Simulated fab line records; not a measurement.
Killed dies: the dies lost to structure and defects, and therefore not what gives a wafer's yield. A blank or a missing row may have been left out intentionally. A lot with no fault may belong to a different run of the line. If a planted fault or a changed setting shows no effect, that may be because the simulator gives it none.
fab line records | flow nandHarc
record: lots: 13 wafers: 39 lastDay: 33
route steps=1302 shown A_M1@1188 A_BONDPAD@1204 HYBRID_BOND@1242 END@1302
lots that met no fault: from a run of the same line without faults
startH: the number of hours between the record's first day and the start of the first shown wafer of the lot | waitH: time in hours since the lot's previous step | " the same as in the row above | L1.1+2: a single row standing in for several wafers | - no value present, or no start provided | * or withheld: withheld | < > ~ a bound
route shown NAME@n: names a module that has steps shown in the file, with the first one's number in the route | usual: average and standard deviation across the fault-free wafers | same: alike in all rows | chamber/n: place in a boat | sites: readings site by site | _std_site: standard deviation of those values | _edge_site: inner sites' mean taken away from outer sites' mean | radiusMm: for every site, how far away it sits from the centre of the wafer | mask NAME#n: copy n | behind: the tool/chamber that last shaped the wafer | hold: reason for holding the lot/hours on hold/outcome of the hold | device: transistor that didn't switch, given as n, p or np | end of line: tests of these same wafers at the route's end | a step with no rows: only its recipe | killed: count of dies lost to structure and defects at first sort (not the wafer's yield) | map: per-die view of a wafer (x killed, . not killed, _ where there is no die)
set.NAME: the setting that was run; set.NAME@STEP: the one run at that earlier step | model.NAME: the simulator's own value behind a step, which no gauge read
route steps across a sampled set of lots; one table per step, one row per wafer
services: a tool's chamber out of use, with start hour (startH, from the record's first day; less than 0 if before it), hours out, and reason
== steps ==
step: NHARC_A_M1_STRIP_19
recipe: timeS: 600 tempC: 30 chemistry: postEtchResidueRemover
columns lot.wafer tool chamber startH waitH
L499.5+2+3 wetBench-08 0,1,2 525.16 -
L500.2+5+3 wetBench-08 5,6,1 528.60 -
L502.4+6+2 wetBench-10 1,4,5 567.38 -
L504.2+6+5 wetBench-10 2,4,6 569.57 -
L503.4+3+5 wetBench-10 2,3,4 574.17 -
L505.3+6+4 wetBench-08 1,2,5 586.99 -
L506.2+6+4 wetBench-10 0,2,4 610.36 -
L509.3+4+6 wetBench-10 3,5,7 614.61 -
L512.4+3+6 wetBench-10 1,2,3 660.44 -
L519.6+1+3 wetBench-08 0,1,3 719.12 -
L520.4+5+1 wetBench-08 2,3,4 733.81 -
L522.3+1+5 wetBench-10 7,0,2 740.65 -
L521.5+2+4 wetBench-08 4,5,0 745.39 -
step: NHARC_A_M1_PRE_CLEAN_30
recipe: timeS: 30 tempC: 280 gas: H2/He
usual: heaterPowerW: 409/42 susceptorTempC: 280.00/0.16
columns lot.wafer tool chamber startH waitH heaterPowerW susceptorTempC
L499.3 pvdSputter-01 - - - 460 280.11
L499.2 " - " " 363 280.08
L499.5 " - " " 387 279.67
L500.3 pvdSputter-01 - - - 370 279.97
L500.2 " - " " 385 279.82
L500.5 " - " " 390 279.92
L502.2 pvdSputter-01 - - - 370 -
L502.4 " - " " 393 -
L502.6 " - " " 469 -
L504.2 pvdSputter-03 - - - 501 280.25
L504.6 " - " " 494 280.23
L504.5 " - " " 390 279.86
L503.3 pvdSputter-01 - - - 460 279.92
L503.4 " - " " 368 280.17
L503.5 " - " " 459 280.27
L505.3 pvdSputter-01 - - - 369 -
L505.4 " - " " 385 -
L505.6 " - " " 383 -
L506.2 pvdSputter-01 - - - 450 280.28
L506.4 " - " " 385 280.06
L506.6 " - " " 374 280.17
L509.3 pvdSputter-03 - - - 507 280.14
L509.4 " - " " 379 280.11
L509.6 " - " " 440 279.73
L512.3 pvdSputter-02 - - - 430 280.07
L512.4 " - " " 394 280.15
L512.6 " - " " 403 279.80
L519.1 pvdSputter-01 - - - 377 280.25
L519.3 " - " " 376 280.03
L519.6 " - " " 387 279.87
L520.4 pvdSputter-03 - - - 436 279.94
L520.1 " - " " 373 280.11
L520.5 " - " " 497 280.07
L522.3 pvdSputter-02 - - - 424 279.93
L522.1 " - " " 420 280.28
L522.5 " - " " 404 280.21
L521.4 pvdSputter-03 - - - 373 279.87
L521.2 " - " " 441 279.78
L521.5 " - " " 442 279.93
step: NHARC_A_BONDPAD_THK_MEAS_30
recipe: thkMeasGauge: ellipsometry
usual: thkNm: 200.0/1.5
columns lot.wafer tool chamber startH waitH thkNm
L499.2 filmMetro-02 - 528.34 0.2 200.7
L499.3 " - " " 197.5
L499.5 " - " " 200.1
L500.2 filmMetro-02 - 531.79 0.2 201.1
L500.3 " - " " 203.6
L500.5 " - " " 201.4
L502.2 filmMetro-01 - 570.58 0.2 198.9
L502.4 " - " " 200.9
L502.6 " - " " 199.2
L504.2 filmMetro-02 - 572.82 0.2 197.8
L504.5 " - " " 199.8
L504.6 " - " " 198.5
L503.3 filmMetro-01 - 577.34 0.2 201.4
L503.4 " - " " 203.8
L503.5 " - " " 201.1
L505.3 filmMetro-01 - 590.20 0.2 203.0
L505.4 " - " " 202.3
L505.6 " - " " 198.3
L506.2 filmMetro-02 - 613.64 0.2 201.0
L506.4 " - " " 199.7
L506.6 " - " " 200.4
L509.3 filmMetro-01 - 617.85 0.2 199.1
L509.4 " - " " 202.0
L509.6 " - " " 202.6
L512.3 filmMetro-01 - 664.34 0.2 200.5
L512.4 " - " " 199.6
L512.6 " - " " 199.9
L519.1 filmMetro-02 - 722.47 0.2 202.0
L519.3 " - " " 200.8
L519.6 " - " " 198.6
L520.1 filmMetro-01 - 737.10 0.2 201.2
L520.4 " - " " 199.9
L520.5 " - " " 201.5
L522.1 filmMetro-02 - 743.82 0.2 198.8
L522.3 " - " " 197.6
L522.5 " - " " 198.6
L521.2 filmMetro-02 - 754.60 0.2 197.9
L521.4 " - " " 199.3
L521.5 " - " " 196.0
step: NHARC_HYBRID_BOND_OVL_MEAS_05
usual: overlayXNm: 0/32 overlayYNm: -2/33
columns lot.wafer tool chamber startH waitH overlayXNm overlayYNm
L499.2 overlay-01 - 538.17 0.4 22 5
L499.3 " - " " -25 45
L499.5 " - " " 15 72
L500.2 overlay-02 - 544.72 0.4 -2 -14
L500.3 " - " " 38 13
L500.5 " - " " -2 24
L504.2 overlay-02 - 583.52 0.4 -34 11
L504.5 " - " " -10 8
L504.6 " - " " -41 -68
L502.2 overlay-01 - 583.52 0.4 40 -40
L502.4 " - " " -1 11
L502.6 " - " " -57 -24
L503.3 overlay-01 - 590.06 0.4 47 9
L503.4 " - " " -10 -1
L503.5 " - " " 74 -36
L505.3 overlay-01 - 602.98 0.4 33 -75
L505.4 " - " " -24 -40
L505.6 " - " " -12 1
L506.2 overlay-02 - 627.72 0.4 7 19
L506.4 " - " " 10 -2
L506.6 " - " " 31 6
L509.3 overlay-01 - 627.73 0.4 19 -45
L509.4 " - " " 24 -32
L509.6 " - " " -23 36
L512.3 overlay-01 - 678.68 0.4 19 21
L512.4 " - " " -19 -14
L512.6 " - " " -40 -1
L519.1 overlay-02 - 738.21 0.4 -22 -54
L519.3 " - " " -58 30
L519.6 " - " " -19 -24
L520.1 overlay-02 - 753.23 0.4 10 3
L520.4 " - " " 4 -32
L520.5 " - " " 47 -50
L522.1 overlay-02 - 757.52 0.4 0 -37
L522.3 " - " " -8 -9
L522.5 " - " " 2 56
L521.2 overlay-01 - 767.67 0.4 -10 -7
L521.4 " - " " 44 -7
L521.5 " - " " -27 1
step: NHARC_END_SORT_01
recipe: tempC: 25
usual: defectLimitedYield: 91.5/2.9 killedAtArray: 53/20 killedAtOther: 1/1.2 killedAtPeriphery: 3.7/2.6 killedDies: 58/20 killedOpen: 3.5/1.8 killedShort: 2.4/1.7 sort_bin_2_pct: 3.1/1.3 sort_bin_3_pct: 0.6/0.4 sort_bin_4_pct: 4.9/1.7 sortNPass: 619/20 sortRimYieldPct: 92/4 sortYieldPct: 91.5/2.9
same: grossDies: 677 sort_bin_5_pct[%]: 0 sort_bin_6_pct[%]: 0 sort_bin_7_pct[%]: 0 sort_bin_8_pct[%]: 0 sortRimNGross: 106.00
columns lot.wafer tool chamber startH waitH defectLimitedYield[%] killedAtArray killedAtOther killedAtPeriphery killedDies killedOpen killedShort sort_bin_2_pct[%] sort_bin_3_pct[%] sort_bin_4_pct[%] sortNPass sortRimYieldPct[%] sortYieldPct[%]
L512.3 prober-01 0 705.94 3.1 91.7 53 0 3 56 2 1 2.5 1.2 4.6 621 92 91.7
L512.4 prober-01 0 706.75 3.4 79.5 131 1 7 139 3 1 8.3 5.3 6.9 538 82 79.5
L512.6 prober-01 0 708.37 4.0 90.3 64 1 1 66 2 4 3.2 0.4 6.1 611 96 90.3
killed by level:class
L512.3 A_CHANNEL_HOLE_D1:chamberFilmFlake=32 A_CHANNEL_HOLE_D2:chamberFilmFlake=9 A_SLIT:chamberFilmFlake=5 A_CHANNEL_FILL_D1:chamberFilmFlake=2 P_M0:geometricParticle:open=1 A_CHANNEL_FILL_D1:geometricParticle:open=1 A_WL_FILL:geometricParticle:short=1 P_CONTACT:chamberFilmFlake=1
L512.4 A_M1:unspecified=84 A_CHANNEL_HOLE_D1:chamberFilmFlake=32 A_SLIT:chamberFilmFlake=7 P_ZERO_WELL:chamberFilmFlake=3 A_CHANNEL_HOLE_D2:chamberFilmFlake=3 A_CHANNEL_FILL_D1:geometricParticle:open=2 P_GATE:chamberFilmFlake=2 P_CONTACT:geometricParticle:open=1
L512.6 A_CHANNEL_HOLE_D1:chamberFilmFlake=32 A_CHANNEL_HOLE_D2:chamberFilmFlake=18 A_SLIT:chamberFilmFlake=6 P_CONTACT:geometricParticle:short=1 A_SOURCE_PLATE:geometricParticle:open=1 A_CHANNEL_FILL_D1:geometricParticle:short=1 A_DECK1_JOINT:geometricParticle:short=1 A_ONON_D2:geometricParticle:open=1
== services ==
columns tool chamber startH hours kind
pvdSputter-03 - 526.01 10.0 pm
pvdSputter-02 - 533.43 6.7 repair
pvdSputter-03 - 538.64 4.8 repair
pvdSputter-02 - 572.80 15.3 repair
pvdSputter-01 - 588.01 10.0 pm
pvdSputter-02 - 610.30 15.0 repair
wetBench-10 - 618.17 10.4 repair
pvdSputter-03 - 631.29 2.7 repair
pvdSputter-02 - 638.08 10.0 pm
pvdSputter-01 - 642.25 21.2 repair
wetBench-08 - 646.40 8.0 pm
wetBench-10 - 663.20 8.0 pm
wetBench-10 0 671.20 - consumableReplace:bath
wetBench-10 0 671.20 - consumableReplace:filter
wetBench-10 1 671.20 - consumableReplace:bath
wetBench-10 1 671.20 - consumableReplace:filter
wetBench-10 2 671.20 - consumableReplace:bath
wetBench-10 2 671.20 - consumableReplace:filter
wetBench-10 3 671.20 - consumableReplace:bath
wetBench-10 3 671.20 - consumableReplace:filter
wetBench-10 4 671.20 - consumableReplace:bath
wetBench-10 4 671.20 - consumableReplace:filter
wetBench-10 5 671.20 - consumableReplace:bath
pvdSputter-03 - 704.01 10.0 pm
== key ==
firstSign: step: NHARC_END_SORT_01 reading: killedDies direction: up sigmas: 4.1 usual: 58 struck: 139
effect: step: NHARC_END_SORT_01 reading: defectLimitedYield direction: down sigmas: 4.1 usual: 91.5 struck: 79.5
moreKillsBornAt: NHARC_A_M1_STRIP_19@wetBench-10: 84
metAt NHARC_A_M1_STRIP_19
struckLots L512
struckWafers L512.4
notActingAt NHARC_A_M1_PRE_CLEAN_30,NHARC_A_BONDPAD_THK_MEAS_30,NHARC_HYBRID_BOND_OVL_MEAS_05
onsetBetween 567.38 660.44
fault: kind: chamberParticleSource tool: wetBench-10 chamber: 1 onsetH: 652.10 steps: NHARC_A_M1_STRIP_19 ratePerVisitCm2: 2.1455 endH: 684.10
